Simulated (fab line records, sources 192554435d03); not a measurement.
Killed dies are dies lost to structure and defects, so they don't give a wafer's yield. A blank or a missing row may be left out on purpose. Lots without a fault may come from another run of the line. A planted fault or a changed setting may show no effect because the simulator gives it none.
Which tool did it? | flow n5_finfet | 9 lots, 27 wafers sampled, at 4 steps of a route of 1938

WHAT THE GAUGES READ, wafer by wafer
N5_BEOL_M12_THK_MEAS_01.
lot  | measured     | on            | M12_ILD_THK (nm)
L544 | day 11 02:47 | film_metro-01 | 651 651 662
L545 | day 11 19:21 | film_metro-01 | 653 659 671
L548 | day 11 23:14 | film_metro-01 | 647 665 663
L549 | day 12 18:58 | film_metro-01 | 663 664 671
L557 | day 14 13:55 | film_metro-02 | 655 664 667
L562 | day 15 22:06 | film_metro-02 | 653 660 881
L560 | day 16 04:05 | film_metro-02 | 655 663 660
L561 | day 16 03:18 | film_metro-01 | 656 667 880
L563 | day 16 17:25 | film_metro-01 | 649 665 664

WHICH TOOL RAN EACH LOT (tool, then ch and the chambers of the sampled wafers, then the start)
lot  | N5_BEOL_M11_CURE_71           | N5_BEOL_M11_STRIP_19               | N5_BEOL_M12_ILD_DEP_00
L544 | uv_cure-01 ch 0, day 10 19:34 | rie_diel-01 ch 0,1,3, day 10 21:53 | pecvd-03 ch 0,2, day 11 02:39
L545 | uv_cure-01 ch 2, day 11 12:52 | rie_diel-06 ch 1,3, day 11 14:57   | pecvd-01 ch 0,1,2, day 11 19:13
L548 | uv_cure-02 ch 2, day 11 15:11 | rie_diel-02 ch 0,2,3, day 11 17:54 | pecvd-04 ch 0,1, day 11 23:06
L549 | uv_cure-03 ch 0, day 12 10:07 | rie_diel-01 ch 2,3, day 12 13:27   | pecvd-04 ch 0,1,2, day 12 18:49
L557 | uv_cure-02 ch 1, day 14 04:13 | rie_diel-06 ch 0,1,3, day 14 06:31 | pecvd-01 ch 0,1,2, day 14 13:47
L562 | uv_cure-01 ch 2, day 15 13:17 | rie_diel-01 ch 0,2,3, day 15 16:45 | pecvd-01 ch 0,1, day 15 21:58
L560 | uv_cure-01 ch 2, day 15 17:49 | rie_diel-01 ch 0,2,3, day 15 20:59 | pecvd-03 ch 0,1, day 16 03:57
L561 | uv_cure-03 ch 0, day 15 18:29 | rie_diel-01 ch 2,3, day 15 21:02   | pecvd-01 ch 0,1,2, day 16 03:10
L563 | uv_cure-02 ch 0, day 16 07:23 | rie_diel-06 ch 0,1,2, day 16 11:52 | pecvd-04 ch 0,2, day 16 17:17
- N5_BEOL_M11_CURE_71: cures SiCOH lowk, time 240 s.
- N5_BEOL_M11_STRIP_19: strips in O2.
- N5_BEOL_M12_ILD_DEP_00: deposits SiOC from DEMS/O2, target thk 658.92 nm, time 130.7 s.

THE ANSWER, worked out from the rows above alone
Rule: what is usual is taken from the lots themselves. Put in order of their means at a reading, lots are off if they are a third of the lots or fewer, leave a main group of 4 or more, and stand apart from it by a gap of 3 or more times the standard deviation of the main group's means; of several such gaps the widest counts. A main group whose means are all the same, to the digits that the tables above print for the reading, isn't used. A lot without any number at a reading at which 4 lots or more have one is off too. The other lots that the step has rows for count as sound.
Off: L562, L561, at N5_BEOL_M12_THK_MEAS_01 (M12_ILD_THK). The main group: mean 660 nm, standard deviation 3.2.
A tool fits if, at a process step before that reading, it ran every lot that is off, and no sound lot after the first of them. The gauges at N5_BEOL_M12_THK_MEAS_01 are tried like those tools. One fits: pecvd-01 at N5_BEOL_M12_ILD_DEP_00. Its last sound lot is L557 (day 14 13:47), its first lot that is off L562 (day 15 21:58): a fault that began between those two fits.

WHAT THE SIMULATOR HAD PUT IN
Process parameter drift: pecvd-01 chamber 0, from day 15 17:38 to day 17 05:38, at N5_BEOL_M12_ILD_DEP_00. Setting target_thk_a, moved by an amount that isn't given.
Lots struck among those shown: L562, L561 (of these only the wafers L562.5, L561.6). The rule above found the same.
